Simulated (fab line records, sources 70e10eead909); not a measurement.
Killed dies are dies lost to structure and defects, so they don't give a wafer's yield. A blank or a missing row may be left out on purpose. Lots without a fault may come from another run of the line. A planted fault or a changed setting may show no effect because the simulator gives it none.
Chamber matching | flow nand_harc | NHARC_P_GATE_STRIP_96 on wet_bench-07: 7 sister chambers
The step strips in SPM, time 900 s. 14 wafers are shown with their chamber, then 7 later ones without.

WAFERS WITH THEIR CHAMBER
wafer  | chamber | bath_guard_temp_C (C) | bath_heat_duty_pct (%)
L153.2 | 4       | 130.1                 | 14.9
L153.3 | 7       | 130.4                 | 15.9
L153.5 | 0       | 131.1                 | 14.2
L156.2 | 3       | 130.8                 | 10.7
L156.3 | 2       | 130.7                 | 11.9
L156.5 | 0       | 131.0                 | 13.2
L158.2 | 6       | 129.5                 | 12.0
L158.4 | 3       | 130.9                 | 11.2
L158.6 | 4       | 129.8                 | 12.8
L171.1 | 7       | 130.4                 | 17.6
L171.2 | 3       | 130.6                 | 11.2
L171.6 | 0       | 130.8                 | 14.1
L173.1 | 1       | 129.9                 | 12.4
L173.3 | 6       | 129.7                 | 13.8

SIGNATURES (means of the wafers above)
reading            | chamber 0 | chamber 1 | chamber 2 | chamber 3 | chamber 4 | chamber 6 | chamber 7 | scatter within a chamber
bath_guard_temp_C  | 130.967   | 129.900   | 130.700   | 130.767   | 129.950   | 129.600   | 130.400   | 0.15
bath_heat_duty_pct | 13.833    | 12.400    | 11.900    | 11.033    | 13.850    | 12.900    | 16.750    | 0.929
Rule: a wafer's distance from a chamber is the root of the sum, over the readings, of the square of ((its reading less the chamber's mean) divided by the reading's scatter). The wafer belongs to the nearest chamber; if the next one is less than 2 further off, it can't be placed. The scatter: the root of (the sum of the squares of (reading less its chamber's mean) over the shown wafers, divided by (wafers less chambers)).

WAFERS WITHOUT THEIR CHAMBER
wafer  | bath_guard_temp_C (C) | bath_heat_duty_pct (%)
L173.6 | 131.3                 | 11.8
L172.1 | 131.1                 | 13.8
L172.4 | 130.1                 | 14.6
L172.6 | 130.6                 | 10.9
L174.2 | 131.0                 | 14.1
L174.4 | 129.6                 | 13.4
L174.5 | 129.4                 | 13.7

WHICH CHAMBER EACH WENT THROUGH
wafer  | from the rows above          | in truth
L173.6 | can't be placed: 0 or 3 or 2 | 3
L172.1 | 0                            | 0
L172.4 | can't be placed: 4 or 1 or 7 | 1
L172.6 | can't be placed: 3 or 2      | 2
L174.2 | 0                            | 0
L174.4 | can't be placed: 6 or 1 or 4 | 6
L174.5 | 6                            | 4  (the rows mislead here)
Placed correctly: 2 of 7. Can't be placed from these rows: 4 (the true chamber is among the candidates in 4). Placed wrongly: 1.
